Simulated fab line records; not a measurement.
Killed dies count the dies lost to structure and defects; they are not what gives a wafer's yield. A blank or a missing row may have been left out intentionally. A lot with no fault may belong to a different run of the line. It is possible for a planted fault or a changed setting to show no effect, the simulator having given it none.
fab line records -- flow n5_finfet
record: lots: 7, wafers: 21
route steps=1938 shown MOL_CONTACT_COAG@608 BEOL_M0_SAQP@686 BEOL_M1@751 BEOL_M3@936
start_h: hours from the record's first day to the start of the lot's first wafer shown -- wait_h: time in hours since the lot's previous step -- " unchanged from the row above -- L1.1+2: several wafers, shown together as one row -- - value missing, or start not given -- * or withheld: withheld -- < > ~ a bound
route shown NAME@n: names a module that has steps shown in the file, with the first one's number in the route -- usual: mean and standard deviation over wafers with no fault -- same: alike in all rows -- chamber/n: place in a boat -- sites: per-site readings -- _std_site: how widely they spread, as a standard deviation -- _edge_site: mean of outer sites minus mean of inner sites -- radius_mm: for every site, how far away it sits from the centre of the wafer -- mask NAME#n: copy n -- behind: the tool/chamber that last shaped the wafer -- hold: why the lot went on hold/how many hours it stayed there/how the hold came to an end -- device: the transistor (n, p or np) that didn't switch -- end of line: at the end of the route, the tests of the same wafers -- for a step that has no rows: nothing shown but its recipe -- killed: the dies lost at the first sort to structure and to defects; this is not the yield of the wafer -- map: per-die view of a wafer (x killed, . not killed, _ where there is no die)
set.NAME: the setting the step ran with; set.NAME@STEP: the setting that earlier step ran with -- model.NAME: the simulator's own value behind a step, which no gauge read
one table per step and one row per wafer, for lots whose settings were changed on purpose
== steps ==
step: N5_MOL_CONTACT_COAG_ALD_133
recipe: material: SiO2, target_thk_a: 50, temp_c: 100, ald_precursor_family: BDEAS, ald_co_reactant: O2-plasma, pulse_time_s: 1, co_reactant_pulse_time_s: 1, purge_time_s: 2, co_reactant_purge_time_s: 2, ald_cycles: 35, pressure_torr: 2
lot.wafer,tool,chamber,start_h,wait_h,set.ald_cycles,model.SiO2_of_MOL_CONTACT_COAG_ALD_133.thk_nm
L078.1+2+6,ald_sin-02,"2,3,3",120.14,0.1,35,5
L079.4+5,ald_sin-01,3,130.23,0.0,37,5.2
L079.6,ald_sin-01,2,130.23,0.0,35,5
L082.2+4+6,ald_sin-01,"1,0,3",148.47,0.1,35,5
L088.2,ald_sin-04,1,195.32,0.1,35,5
L088.5+6,ald_sin-04,"3,0",195.32,0.1,38,5.4
L090.2+6,ald_sin-02,"3,2",198.03,0.1,35,5
L090.3,ald_sin-02,1,198.03,0.1,33,4.8
L092.1+5+6,ald_sin-04,"3,0,3",210.14,0.1,35,5
L094.3+5+6,ald_sin-02,"1,3,2",217.74,0.1,35,5
step: N5_MOL_CONTACT_COAG_ETCHBACK_134
recipe: chemistry: CHF3, target: SiO2, target_depth_a: 100, time_s: 6.7, ion_energy_ev: 200, pressure_mtorr: 30, source_w: 610, bias_w: 170, Ar_flow_sccm: 200, CHF3_flow_sccm: 50
step: N5_MOL_CONTACT_COAG_ETCH_67
recipe: chemistry: N2/H2, target: SOC, target_depth_a: 600, overetch_a: 210, mask_material: SiARC, temp_c: 40, time_s: 101.2, ion_energy_ev: 200, pressure_mtorr: 30, source_w: 840, bias_w: 150, n2_flow_sccm: 200, h2_flow_sccm: 200
step: N5_MOL_CONTACT_COAG_PRECLEAN_138
recipe: chemistry: alkaline_clean, temp_c: 60, time_s: 60, do_ppb: 50
step: N5_MOL_CONTACT_COAG_SRD_139
recipe: dry: ipa_marangoni, time_s: 30, temp_c: 23, rinse_liquid: diw
step: N5_MOL_CONTACT_COAG_CD_MEAS_101
recipe: target_cd_nm: 16
usual: cd_nm: 16.00/0.26
lot.wafer,tool,chamber,start_h,wait_h,set.dose_mj@MOL_CONTACT_COAG_EXPOSE_37,cd_nm
L078.1,cd_sem-01,-,120.82,0.0,63.41,16.15
L078.2,cd_sem-01,-,120.82,0.0,62,15.89
L078.6,cd_sem-01,-,120.82,0.0,63.41,16.34
L079.4,cd_sem-01,-,130.92,0.0,62,16.26
L079.5,cd_sem-01,-,130.92,0.0,62,16.12
L079.6,cd_sem-01,-,130.92,0.0,62,16.17
L082.2,cd_sem-02,-,149.16,0.0,62,15.73
L082.4,cd_sem-02,-,149.16,0.0,62,15.56
L082.6,cd_sem-02,-,149.16,0.0,62,16.20
L088.2,cd_sem-03,-,196.14,0.0,62,16.02
L088.5,cd_sem-03,-,196.14,0.0,65.69,17.17
L088.6,cd_sem-03,-,196.14,0.0,65.69,17.45
L090.2,cd_sem-03,-,198.72,0.0,62,15.84
L090.3,cd_sem-03,-,198.72,0.0,64.64,17.07
L090.6,cd_sem-03,-,198.72,0.0,64.64,17.16
L092.1,cd_sem-01,-,211.00,0.0,58.15,14.88
L092.5,cd_sem-01,-,211.00,0.0,58.15,14.36
L092.6,cd_sem-01,-,211.00,0.0,62,16.04
L094.3,cd_sem-03,-,218.48,0.0,62,16.12
L094.5,cd_sem-03,-,218.48,0.0,62,15.80
L094.6,cd_sem-03,-,218.48,0.0,62,16.11
step: N5_BEOL_M0_SAQP_EXPOSE_37
recipe: mask_id: M0_CUT1, na: 0.33, source_shape: annular, sigma_inner: 0.35, sigma_outer: 0.8, polarization: unpolarized, target_cd_nm: 30, dose_mj: 44.75
lot.wafer,tool,chamber,start_h,wait_h,mask,set.dose_mj
L078.1,euv_scanner-01,0,134.07,-,M0_CUT1#0,47.26
L078.2+6,euv_scanner-01,0,134.07,-,M0_CUT1#0,44.75
L079.4+6,euv_scanner-01,0,140.29,-,M0_CUT1#0,47.41
L079.5,euv_scanner-01,0,140.29,-,M0_CUT1#0,44.75
L082.2+4+6,euv_scanner-02,0,160.14,-,M0_CUT1#0,44.75
L088.2+6,euv_scanner-02,0,206.22,-,M0_CUT1#0,44.75
L088.5,euv_scanner-02,0,206.22,-,M0_CUT1#0,47.32
L090.2+6,euv_scanner-01,0,210.08,-,M0_CUT1#0,44.75
L090.3,euv_scanner-01,0,210.08,-,M0_CUT1#0,42.57
L092.1+5,euv_scanner-02,0,225.84,-,M0_CUT1#0,44.75
L092.6,euv_scanner-02,0,225.84,-,M0_CUT1#0,47.44
L094.3+5+6,euv_scanner-02,0,230.73,-,M0_CUT1#0,44.75
step: N5_BEOL_M0_SAQP_PEB_38
recipe: peb_temp_c: 100, peb_time_s: 60, resist: CAR-EUV
step: N5_BEOL_M0_SAQP_DEVELOP_39
recipe: develop_time_s: 30, developer: TMAH, resist: CAR-EUV, rinse_liquid: surfactant_rinse, dry: air_spin, dev_temp_c: 23
step: N5_BEOL_M0_SAQP_CD_MEAS_40
recipe: target_cd_nm: 30, landing_energy_ev: 500, detector: se_inlens
usual: cd_nm: 29.99/0.24
lot.wafer,tool,chamber,start_h,wait_h,set.dose_mj@BEOL_M0_SAQP_EXPOSE_37,cd_nm
L078.1,cd_sem-02,0,134.20,-,47.26,31.61
L078.2,cd_sem-02,0,134.20,-,44.75,30.18
L078.6,cd_sem-02,0,134.20,-,44.75,30.28
L079.4,cd_sem-01,0,140.41,-,47.41,31.30
L079.5,cd_sem-01,0,140.41,-,44.75,30.26
L079.6,cd_sem-01,0,140.41,-,47.41,31.11
L082.2,cd_sem-02,0,160.26,-,44.75,29.92
L082.4,cd_sem-02,0,160.26,-,44.75,30.06
L082.6,cd_sem-02,0,160.26,-,44.75,30.26
L088.2,cd_sem-03,0,206.34,-,44.75,29.59
L088.5,cd_sem-03,0,206.34,-,47.32,31.21
L088.6,cd_sem-03,0,206.34,-,44.75,30.01
L090.2,cd_sem-02,0,210.20,-,44.75,30.15
L090.3,cd_sem-02,0,210.20,-,42.57,29.07
L090.6,cd_sem-02,0,210.20,-,44.75,29.83
L092.1,cd_sem-02,0,225.97,-,44.75,29.84
L092.5,cd_sem-02,0,225.97,-,44.75,29.82
L092.6,cd_sem-02,0,225.97,-,47.44,31.23
L094.3,cd_sem-02,0,230.85,-,44.75,29.88
L094.5,cd_sem-02,0,230.85,-,44.75,29.87
L094.6,cd_sem-02,0,230.85,-,44.75,30.09
step: N5_BEOL_M0_SAQP_DESCUM_45
recipe: chemistry: O2, time_s: 7, source_power_w: 50, bias_power_w: 20, pressure_mtorr: 20, rf_frequency_hz: 2.712e+07, temp_c: 40, resist: CAR-EUV, o2_flow_sccm: 225
lot.wafer,tool,chamber,start_h,wait_h,set.dose_mj@BEOL_M0_SAQP_EXPOSE_37,model.BEOL_M0_SAQP.cd_nm
L078.1,rie_diel-06,0,134.32,0.0,47.26,31.4
L078.2+6,rie_diel-06,1,134.32,0.0,44.75,30
L079.4,rie_diel-06,0,140.54,0.0,47.41,31.4
L079.5,rie_diel-06,3,140.54,0.0,44.75,30
L079.6,rie_diel-06,1,140.54,0.0,47.41,31.2
L082.2+4,rie_diel-06,"3,2",160.39,0.0,44.75,30
L082.6,rie_diel-06,3,160.39,0.0,44.75,30.2
L088.2+6,rie_diel-06,"3,0",206.47,0.0,44.75,30
L088.5,rie_diel-06,3,206.47,0.0,47.32,31
L090.2,rie_diel-06,2,210.64,0.3,44.75,30
L090.3,rie_diel-06,1,210.64,0.3,42.57,28.8
L090.6,rie_diel-06,1,210.64,0.3,44.75,29.8
L092.1,rie_diel-06,1,226.09,0.0,44.75,30
L092.5,rie_diel-06,3,226.09,0.0,44.75,30.2
L092.6,rie_diel-06,0,226.09,0.0,47.44,31.2
L094.3+5,rie_diel-05,"1,0",230.97,0.0,44.75,29.8
L094.6,rie_diel-05,3,230.97,0.0,44.75,29.6
step: N5_BEOL_M0_SAQP_ETCH_88
recipe: chemistry: N2/H2, target: underlayer, target_depth_a: 65, time_s: 5.2, ion_energy_ev: 200, mask_material: CAR-EUV, pressure_mtorr: 30, source_w: 840, bias_w: 150, n2_flow_sccm: 200, h2_flow_sccm: 200, ends: cleared
lot.wafer,tool,chamber,start_h,wait_h,set.dose_mj@BEOL_M0_SAQP_EXPOSE_37,model.BEOL_M0_SAQP.cd_nm
L078.1,rie_diel-06,0,134.36,0.0,47.26,31.4
L078.2+6,rie_diel-06,1,134.36,0.0,44.75,30
L079.4,rie_diel-06,0,140.57,0.0,47.41,31.4
L079.5,rie_diel-06,3,140.57,0.0,44.75,30
L079.6,rie_diel-06,1,140.57,0.0,47.41,31.2
L082.2,rie_diel-06,3,160.42,0.0,44.75,30
L082.4+6,rie_diel-06,"2,3",160.42,0.0,44.75,30.2
L088.2,rie_diel-06,3,206.50,0.0,44.75,30
L088.5,rie_diel-06,3,206.50,0.0,47.32,31.2
L088.6,rie_diel-06,0,206.50,0.0,44.75,29.8
L090.2,rie_diel-06,2,210.67,0.0,44.75,30
L090.3,rie_diel-06,1,210.67,0.0,42.57,28.8
L090.6,rie_diel-06,1,210.67,0.0,44.75,29.8
L092.1,rie_diel-06,1,226.13,0.0,44.75,30
L092.5,rie_diel-06,3,226.13,0.0,44.75,30.2
L092.6,rie_diel-06,0,226.13,0.0,47.44,31.2
L094.3+5+6,rie_diel-05,"1,0,3",231.01,0.0,44.75,29.8
step: N5_BEOL_M0_SAQP_ETCH_73
recipe: chemistry: CF4, target: SiARC, target_depth_a: 195, mask_material: CAR-EUV, time_s: 32.5, ion_energy_ev: 80, pressure_mtorr: 40, source_w: 545, bias_w: 36, Ar_flow_sccm: 100, cf4_flow_sccm: 100, ends: cleared
lot.wafer,tool,chamber,start_h,wait_h,set.dose_mj@BEOL_M0_SAQP_EXPOSE_37,model.BEOL_M0_SAQP.cd_nm
L078.1,rie_diel-06,0,134.37,0.0,47.26,31.4
L078.2+6,rie_diel-06,1,134.37,0.0,44.75,30
L079.4,rie_diel-06,0,140.59,0.0,47.41,31.4
L079.5,rie_diel-06,3,140.59,0.0,44.75,29.8
L079.6,rie_diel-06,1,140.59,0.0,47.41,31.2
L082.2+4+6,rie_diel-06,"3,2,3",160.44,0.0,44.75,30
L088.2,rie_diel-06,3,206.52,0.0,44.75,30
L088.5,rie_diel-06,3,206.52,0.0,47.32,31.2
L088.6,rie_diel-06,0,206.52,0.0,44.75,29.8
L090.2,rie_diel-06,2,210.69,0.0,44.75,30
L090.3,rie_diel-06,1,210.69,0.0,42.57,28.8
L090.6,rie_diel-06,1,210.69,0.0,44.75,29.8
L092.1,rie_diel-06,1,226.14,0.0,44.75,30
L092.5,rie_diel-06,3,226.14,0.0,44.75,30.2
L092.6,rie_diel-06,0,226.14,0.0,47.44,31.2
L094.3+5+6,rie_diel-05,"1,0,3",231.02,0.0,44.75,29.8
step: N5_BEOL_M1_ILD_DEP_00
recipe: material: SiOC, target_thk_a: 790, temp_c: 350, precursor: DEMS/O2, pressure_torr: 5, rf_w: 500, time_s: 15.3
lot.wafer,tool,chamber,start_h,wait_h,set.time_s,model.SiOC_of_BEOL_M1_ILD_DEP_00.thk_nm
L078.1,pecvd-03,1,140.85,0.0,13.74,69
L078.2,pecvd-03,0,140.85,0.0,13.74,69.6
L078.6,pecvd-03,0,140.85,0.0,15.3,78.6
L079.4,pecvd-04,1,150.09,0.1,15.3,81.2
L079.5,pecvd-04,0,150.09,0.1,15.3,79.4
L079.6,pecvd-04,2,150.09,0.1,16.77,86
L082.2,pecvd-04,2,171.77,0.0,15.3,78.8
L082.4,pecvd-04,0,171.77,0.0,15.3,80.4
L082.6,pecvd-04,2,171.77,0.0,15.3,79
L088.2,pecvd-02,1,214.17,0.0,15.3,78.4
L088.5,pecvd-02,2,214.17,0.0,15.3,79.8
L088.6,pecvd-02,0,214.17,0.0,15.3,79
L090.2,pecvd-03,1,219.81,0.0,15.3,77.8
L090.3,pecvd-03,1,219.81,0.0,14.36,73.8
L090.6,pecvd-03,0,219.81,0.0,15.3,78.2
L092.1,pecvd-04,0,234.75,0.0,15.3,78.2
L092.5+6,pecvd-04,"0,1",234.75,0.0,13.65,71
L094.3,pecvd-04,1,243.12,0.0,15.3,78
L094.5,pecvd-04,2,243.12,0.0,15.3,79
L094.6,pecvd-04,0,243.12,0.0,15.3,80
step: N5_BEOL_M1_THK_MEAS_01
recipe: reads: SiOC_of_BEOL_M1_ILD_DEP_00
usual: M1_ILD_THK: 79.0/0.93
lot.wafer,tool,chamber,start_h,wait_h,set.time_s@BEOL_M1_ILD_DEP_00,M1_ILD_THK[nm]
L078.1,film_metro-01,-,140.92,0.0,13.74,69.0
L078.2,film_metro-01,-,140.92,0.0,13.74,69.6
L078.6,film_metro-01,-,140.92,0.0,15.3,78.6
L079.4,film_metro-01,-,150.14,0.0,15.3,81.2
L079.5,film_metro-01,-,150.14,0.0,15.3,79.4
L079.6,film_metro-01,-,150.14,0.0,16.77,86.1
L082.2,film_metro-01,-,171.83,0.1,15.3,78.9
L082.4,film_metro-01,-,171.83,0.1,15.3,80.4
L082.6,film_metro-01,-,171.83,0.1,15.3,79.0
L088.2,film_metro-02,-,214.24,0.1,15.3,78.4
L088.5,film_metro-02,-,214.24,0.1,15.3,79.8
L088.6,film_metro-02,-,214.24,0.1,15.3,79.0
L090.2,film_metro-02,-,219.90,0.1,15.3,77.7
L090.3,film_metro-02,-,219.90,0.1,14.36,73.7
L090.6,film_metro-02,-,219.90,0.1,15.3,78.1
L092.1,film_metro-01,-,234.82,0.0,15.3,78.1
L092.5,film_metro-01,-,234.82,0.0,13.65,71.0
L092.6,film_metro-01,-,234.82,0.0,13.65,71.0
L094.3,film_metro-02,-,243.19,0.1,15.3,78.1
L094.5,film_metro-02,-,243.19,0.1,15.3,79.0
L094.6,film_metro-02,-,243.19,0.1,15.3,79.9
step: N5_BEOL_M1_EXPOSE_08
recipe: mask_id: M1, na: 0.33, source_shape: dipole, sigma_inner: 0.369, sigma_outer: 0.767, polarization: unpolarized, dose_mj: 33
lot.wafer,tool,chamber,start_h,wait_h,mask,set.dose_mj
L078.1+2+6,euv_scanner-01,0,142.77,-,M1#0,33
L079.4+5,euv_scanner-01,0,151.57,-,M1#0,33
L079.6,euv_scanner-01,0,151.57,-,M1#0,35.21
L082.2+4+6,euv_scanner-02,0,172.49,-,M1#0,33
L088.2+5+6,euv_scanner-02,0,214.73,-,M1#0,33
L090.2,euv_scanner-01,0,222.13,-,M1#0,33.64
L090.3+6,euv_scanner-01,0,222.13,-,M1#0,33
L092.1+5+6,euv_scanner-02,0,236.15,-,M1#0,34.2
L094.3+5,euv_scanner-02,0,244.62,-,M1#0,33
L094.6,euv_scanner-02,0,244.62,-,M1#0,33.65
step: N5_BEOL_M1_PEB_09
recipe: peb_temp_c: 100, peb_time_s: 60, resist: CAR-EUV
step: N5_BEOL_M1_DEVELOP_10
recipe: develop_time_s: 30, developer: TMAH, resist: CAR-EUV, rinse_liquid: surfactant_rinse, dry: air_spin, dev_temp_c: 23
step: N5_BEOL_M1_CD_MEAS_11
recipe: target_cd_nm: 17.05, landing_energy_ev: 500, detector: se_inlens, polarity: opening
usual: cd_nm: 17.07/0.2
lot.wafer,tool,chamber,start_h,wait_h,set.dose_mj@BEOL_M1_EXPOSE_08,cd_nm
L078.1,cd_sem-02,0,142.90,-,33,17.03
L078.2,cd_sem-02,0,142.90,-,33,16.99
L078.6,cd_sem-02,0,142.90,-,33,16.57
L079.4,cd_sem-01,0,151.68,-,33,17.10
L079.5,cd_sem-01,0,151.68,-,33,17.39
L079.6,cd_sem-01,0,151.68,-,35.21,18.96
L082.2,cd_sem-01,0,172.61,-,33,17.25
L082.4,cd_sem-01,0,172.61,-,33,17.06
L082.6,cd_sem-01,0,172.61,-,33,17.05
L088.2,cd_sem-01,0,214.85,-,33,16.84
L088.5,cd_sem-01,0,214.85,-,33,17.01
L088.6,cd_sem-01,0,214.85,-,33,16.91
L090.2,cd_sem-01,0,222.25,-,33.64,17.47
L090.3,cd_sem-01,0,222.25,-,33,17.05
L090.6,cd_sem-01,0,222.25,-,33,16.96
L092.1,cd_sem-01,0,236.27,-,34.2,17.84
L092.5,cd_sem-01,0,236.27,-,34.2,17.83
L092.6,cd_sem-01,0,236.27,-,34.2,18.06
L094.3,cd_sem-02,0,244.73,-,33,16.97
L094.5,cd_sem-02,0,244.73,-,33,17.18
L094.6,cd_sem-02,0,244.73,-,33.65,17.39
step: N5_BEOL_M1_ETCH_74
recipe: chemistry: N2/H2, target: underlayer, target_depth_a: 65, mask_material: CAR-EUV, time_s: 5.2, ion_energy_ev: 200, pressure_mtorr: 30, source_w: 840, bias_w: 150, n2_flow_sccm: 200, h2_flow_sccm: 200, ends: cleared
usual: etch_rf_on_time_s: 5.20/0.073, rf_vpp_V: 523.9/2.5
lot.wafer,tool,chamber,start_h,wait_h,set.bias_w,set.dose_mj@BEOL_M1_EXPOSE_08,etch_rf_on_time_s,rf_vpp_V,model.BEOL_M1.cd_offset_nm
L078.1,rie_diel-05,1,143.06,0.0,150,33,5.19,523.0,-0.4
L078.2,rie_diel-05,2,143.06,0.0,150,33,5.25,523.2,-0.2
L078.6,rie_diel-05,3,143.06,0.0,150,33,5.30,525.9,-0.2
L079.4,rie_diel-06,3,152.00,0.0,168.6,33,4.88,562.9,0.2
L079.5,rie_diel-06,0,152.00,0.0,150,33,5.13,521.5,0.4
L079.6,rie_diel-06,3,152.00,0.0,150,35.21,5.19,521.7,1.4
L082.2,rie_diel-06,3,172.76,0.0,150,33,5.17,521.6,-0.2
L082.4,rie_diel-06,1,172.76,0.0,150,33,5.14,520.8,0
L082.6,rie_diel-06,2,172.76,0.0,150,33,5.15,525.3,0
L088.2,rie_diel-02,2,215.01,0.0,150,33,5.09,524.0,0.2
L088.5,rie_diel-02,1,215.01,0.0,150,33,5.17,527.3,0.2
L088.6,rie_diel-02,2,215.01,0.0,130.5,33,5.43,479.0,0.2
L090.2,rie_diel-02,3,222.41,0.0,150,33.64,5.13,519.0,0.6
L090.3,rie_diel-02,2,222.41,0.0,150,33,5.03,522.7,0.2
L090.6,rie_diel-02,0,222.41,0.0,150,33,5.18,522.4,0
L092.1,rie_diel-05,1,236.43,0.0,150,34.2,5.18,523.8,0.6
L092.5,rie_diel-05,1,236.43,0.0,150,34.2,5.21,524.0,0.8
L092.6,rie_diel-05,2,236.43,0.0,150,34.2,5.27,522.4,0.8
L094.3,rie_diel-02,1,244.89,0.0,150,33,5.13,531.3,0.2
L094.5,rie_diel-02,2,244.89,0.0,150,33,5.04,524.3,0
L094.6,rie_diel-02,1,244.89,0.0,170.7,33.65,4.79,573.4,0.6
step: N5_BEOL_M1_COAT_68
recipe: resist: SiARC, temp_c: 220, time_s: 60, spin_rpm: 1500, resist_thk_nm: 12
lot.wafer,tool,chamber,start_h,wait_h,set.spin_rpm,model.SiARC_of_BEOL_M1_COAT_68.thk_nm
L078.1+2+6,litho_track-02,0,-,-,1500,12
L079.4,litho_track-02,0,-,-,1500,12
L079.5+6,litho_track-02,0,-,-,1597,11.6
L082.2+4+6,litho_track-01,0,-,-,1500,12
L088.2+6,litho_track-02,0,-,-,1500,12
L088.5,litho_track-02,0,-,-,1601,11.6
L090.2+3,litho_track-01,0,-,-,1500,12
L090.6,litho_track-01,0,-,-,1447,12.2
L092.1,litho_track-01,0,-,-,1567,11.8
L092.5,litho_track-01,0,-,-,1500,12
L092.6,litho_track-01,0,-,-,1567,11.6
L094.3+6,litho_track-02,0,-,-,1500,12
L094.5,litho_track-02,0,-,-,1440,12.2
step: N5_BEOL_M1_COAT_76
recipe: resist: underlayer, temp_c: 205, time_s: 60, spin_rpm: 1500, resist_thk_nm: 5
step: N5_BEOL_M1_COAT_22
recipe: resist: CAR-EUV, spin_rpm: 1500, resist_thk_nm: 30
step: N5_BEOL_M1_DESCUM_33
recipe: chemistry: O2, time_s: 7, source_power_w: 50, bias_power_w: 20, pressure_mtorr: 20, rf_frequency_hz: 2.712e+07, temp_c: 40, resist: CAR-EUV, o2_flow_sccm: 225
step: N5_BEOL_M1_ETCH_77
recipe: chemistry: N2/H2, target: underlayer, target_depth_a: 65, mask_material: CAR-EUV, time_s: 5.2, ion_energy_ev: 200, pressure_mtorr: 30, source_w: 840, bias_w: 150, n2_flow_sccm: 200, h2_flow_sccm: 200, ends: cleared
step: N5_BEOL_M1_ETCH_69
recipe: chemistry: CF4, target: SiARC, target_depth_a: 156, mask_material: CAR-EUV, time_s: 26, ion_energy_ev: 80, pressure_mtorr: 40, source_w: 545, bias_w: 36, Ar_flow_sccm: 100, cf4_flow_sccm: 100, ends: cleared
lot.wafer,tool,chamber,start_h,wait_h,set.spin_rpm@BEOL_M1_COAT_68,model.etch.depth_nm
L078.1+2,rie_diel-02,"0,1",143.96,0.0,1500,11.99
L078.6,rie_diel-02,0,143.96,0.0,1500,12
L079.4,rie_diel-05,0,152.90,0.0,1500,12
L079.5+6,rie_diel-05,"1,0",152.90,0.0,1597,11.61
L082.2+4+6,rie_diel-02,"2,0,1",173.82,0.0,1500,11.98
L088.2,rie_diel-05,1,215.89,0.0,1500,12
L088.5,rie_diel-05,2,215.89,0.0,1601,11.65
L088.6,rie_diel-05,1,215.89,0.0,1500,12.01
L090.2,rie_diel-02,3,223.42,0.0,1500,11.96
L090.3,rie_diel-02,1,223.42,0.0,1500,11.97
L090.6,rie_diel-02,0,223.42,0.0,1447,12.19
L092.1,rie_diel-05,1,237.46,0.0,1567,11.73
L092.5,rie_diel-05,0,237.46,0.0,1500,12.01
L092.6,rie_diel-05,1,237.46,0.0,1567,11.7
L094.3,rie_diel-05,3,245.77,0.0,1500,12.07
L094.5,rie_diel-05,3,245.77,0.0,1440,12.27
L094.6,rie_diel-05,0,245.77,0.0,1500,12.06
step: N5_BEOL_M3_COAT_62
recipe: resist: SiARC, temp_c: 220, time_s: 60, spin_rpm: 1500, resist_thk_nm: 12
lot.wafer,tool,chamber,start_h,wait_h,set.spin_rpm,model.SiARC_of_BEOL_M3_COAT_62.thk_nm
L079.4+6,litho_track-05,0,-,-,1403,12.4
L079.5,litho_track-05,0,-,-,1500,12
L078.1,litho_track-01,0,-,-,1337,12.6
L078.2+6,litho_track-01,0,-,-,1337,12.8
L082.2+4+6,litho_track-05,0,-,-,1500,12
L088.2+5+6,litho_track-03,0,-,-,1500,12
L090.2+6,litho_track-05,0,-,-,1578,11.6
L090.3,litho_track-05,0,-,-,1500,12
L092.1+5,litho_track-03,0,-,-,1379,12.6
L092.6,litho_track-03,0,-,-,1500,12
L094.3+6,litho_track-01,0,-,-,1372,12.6
L094.5,litho_track-01,0,-,-,1500,12
step: N5_BEOL_M3_COAT_73
recipe: resist: underlayer, temp_c: 205, time_s: 60, spin_rpm: 1500, resist_thk_nm: 5
step: N5_BEOL_M3_COAT_05
recipe: resist: CAR-EUV, spin_rpm: 1500, resist_thk_nm: 30
step: N5_BEOL_M3_DESCUM_16
recipe: chemistry: O2, time_s: 7, source_power_w: 50, bias_power_w: 20, pressure_mtorr: 20, rf_frequency_hz: 2.712e+07, temp_c: 40, resist: CAR-EUV, o2_flow_sccm: 225
step: N5_BEOL_M3_ETCH_74
recipe: chemistry: N2/H2, target: underlayer, target_depth_a: 65, mask_material: CAR-EUV, time_s: 5.2, ion_energy_ev: 200, pressure_mtorr: 30, source_w: 840, bias_w: 150, n2_flow_sccm: 200, h2_flow_sccm: 200, ends: cleared
step: N5_BEOL_M3_ETCH_63
recipe: chemistry: CF4, target: SiARC, target_depth_a: 156, mask_material: CAR-EUV, time_s: 26, ion_energy_ev: 80, pressure_mtorr: 40, source_w: 545, bias_w: 36, Ar_flow_sccm: 100, cf4_flow_sccm: 100, ends: cleared
lot.wafer,tool,chamber,start_h,wait_h,set.spin_rpm@BEOL_M3_COAT_62,model.etch.depth_nm,model.CAR-EUV_of_BEOL_M3_COAT_05.thk_nm
L079.4,rie_diel-02,2,177.15,0.0,1403,12.43,11
L079.5,rie_diel-02,1,177.15,0.0,1500,12.03,11.2
L079.6,rie_diel-02,0,177.15,0.0,1403,12.45,10.8
L078.1,rie_diel-02,2,185.31,0.0,1337,12.69,10.6
L078.2,rie_diel-02,0,185.31,0.0,1337,12.77,10.6
L078.6,rie_diel-02,2,185.31,0.0,1337,12.74,10.6
L082.2,rie_diel-06,2,226.60,0.0,1500,12.05,11.2
L082.4,rie_diel-06,0,226.60,0.0,1500,12.08,11.2
L082.6,rie_diel-06,3,226.60,0.0,1500,12.04,11.4
L088.2,rie_diel-06,0,248.04,0.0,1500,12.01,11
L088.5,rie_diel-06,3,248.04,0.0,1500,12,11
L088.6,rie_diel-06,1,248.04,0.0,1500,12.01,11.2
L090.2,rie_diel-06,3,255.66,0.0,1578,11.63,11.4
L090.3,rie_diel-06,1,255.66,0.0,1500,11.98,11.2
L090.6,rie_diel-06,3,255.66,0.0,1578,11.69,11.4
L092.1,rie_diel-05,0,275.19,0.0,1379,12.54,10.6
L092.5,rie_diel-05,0,275.19,0.0,1379,12.5,10.6
L092.6,rie_diel-05,3,275.19,0.0,1500,12.01,11
L094.3+6,rie_diel-02,"2,3",283.25,0.0,1372,12.56,10.8
L094.5,rie_diel-02,0,283.25,0.0,1500,12.04,11.2
== key ==
split: step: N5_MOL_CONTACT_COAG_ALD_133, setting: ald_cycles, stated: 35, by: wafer
response: step: N5_MOL_CONTACT_COAG_ALD_133, reading: model.SiO2_of_MOL_CONTACT_COAG_ALD_133.thk_nm, change: +0.0412, per: 1%, r: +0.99
split: step: N5_BEOL_M0_SAQP_EXPOSE_37, setting: dose_mj, stated: 44.75, by: wafer
response: step: N5_BEOL_M0_SAQP_CD_MEAS_40, reading: cd_nm, change: +0.215, per: 1%, r: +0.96
response: step: N5_BEOL_M0_SAQP_DESCUM_45, reading: model.BEOL_M0_SAQP.cd_nm, change: +0.209, per: 1%, r: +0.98
response: step: N5_BEOL_M0_SAQP_ETCH_88, reading: model.BEOL_M0_SAQP.cd_nm, change: +0.219, per: 1%, r: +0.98
response: step: N5_BEOL_M0_SAQP_ETCH_73, reading: model.BEOL_M0_SAQP.cd_nm, change: +0.227, per: 1%, r: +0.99
split: step: N5_BEOL_M1_ILD_DEP_00, setting: time_s, stated: 15.3, by: wafer
response: step: N5_BEOL_M1_ILD_DEP_00, reading: model.SiOC_of_BEOL_M1_ILD_DEP_00.thk_nm, change: +0.722, per: 1%, r: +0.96
response: step: N5_BEOL_M1_THK_MEAS_01, reading: M1_ILD_THK, change: +0.722, per: 1%, r: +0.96
split: step: N5_BEOL_M1_EXPOSE_08, setting: dose_mj, stated: 33, by: wafer
response: step: N5_BEOL_M1_CD_MEAS_11, reading: cd_nm, change: +0.248, per: 1%, r: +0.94
response: step: N5_BEOL_M1_ETCH_74, reading: model.BEOL_M1.cd_offset_nm, change: +0.178, per: 1%, r: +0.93
split: step: N5_BEOL_M1_ETCH_74, setting: bias_w, stated: 150, by: wafer
response: step: N5_BEOL_M1_ETCH_74, reading: etch_rf_on_time_s, change: *, per: 1%, r: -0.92
response: step: N5_BEOL_M1_ETCH_74, reading: rf_vpp_V, change: +3.41, per: 1%, r: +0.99
split: step: N5_BEOL_M1_COAT_68, setting: spin_rpm, stated: 1500, by: wafer
response: step: N5_BEOL_M1_COAT_68, reading: model.SiARC_of_BEOL_M1_COAT_68.thk_nm, change: -0.0599, per: 1%, r: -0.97
response: step: N5_BEOL_M1_ETCH_69, reading: model.etch.depth_nm, change: -0.0574, per: 1%, r: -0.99
split: step: N5_BEOL_M3_COAT_62, setting: spin_rpm, stated: 1500, by: wafer
response: step: N5_BEOL_M3_COAT_62, reading: model.SiARC_of_BEOL_M3_COAT_62.thk_nm, change: -0.0707, per: 1%, r: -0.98
response: step: N5_BEOL_M3_ETCH_63, reading: model.etch.depth_nm, change: -0.0625, per: 1%, r: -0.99
response: step: N5_BEOL_M3_ETCH_63, reading: model.CAR-EUV_of_BEOL_M3_COAT_05.thk_nm, change: +0.0465, per: 1%, r: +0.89
split outside_this_file step=N5_MOL_CONTACT_COAG_EXPOSE_37 setting=dose_mj
split outside_this_file: this setting was split too, and the file shows its column; the key of that split is in another file
